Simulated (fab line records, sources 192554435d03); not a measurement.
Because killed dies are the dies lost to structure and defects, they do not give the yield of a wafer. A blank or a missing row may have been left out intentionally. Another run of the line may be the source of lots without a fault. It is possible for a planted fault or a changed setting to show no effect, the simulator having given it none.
Matching of chambers    flow n5 finfet    N5_FIN_CUT_DESCUM_13 on rie diel-03: 4 sister chambers
The step chemistry O2, time 7 s. 4 wafers are shown with their chamber, then 7 later ones without.

== WAFERS, EACH WITH ITS CHAMBER ==
wafer   chamber  showerhead plenum p Torr (Torr)
L081.3  0        2.20
L085.2  1        2.09
L089.2  2        2.00
L089.4  3        2.18

== WAFERS MISSING THEIR CHAMBER ==
wafer   showerhead plenum p Torr (Torr)
L089.5  2.00
L094.1  2.19
L094.4  1.99
L094.5  2.19
L097.4  2.19
L097.5  2.17
L097.6  1.99

== CHAMBER TAKEN BY EACH ==
wafer   from the rows above      in truth
L089.5  2                        2
L094.1  can't be placed: 3 or 0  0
L094.4  2                        2
L094.5  can't be placed: 3 or 0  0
L097.4  can't be placed: 3 or 0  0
L097.5  3                        3
L097.6  2                        2
Placed correctly: 4 of 7. From these rows, 3 cannot be placed; in 3 the true chamber is one of the candidates. Placed wrongly: 0.
How it was worked out, from the rows above alone: a wafer's distance from a chamber is the root of the sum, over the readings, of the square of ((its reading less the chamber's mean) divided by the reading's scatter). If the next closest chamber is less than 2 further off than the closest, the wafer can't be placed; otherwise it belongs to the closest. Each chamber's mean is taken over the wafers shown for it. The scatter: with one shown wafer a chamber, the root of the mean of the squares of how far each hidden wafer lies from its nearest shown one.
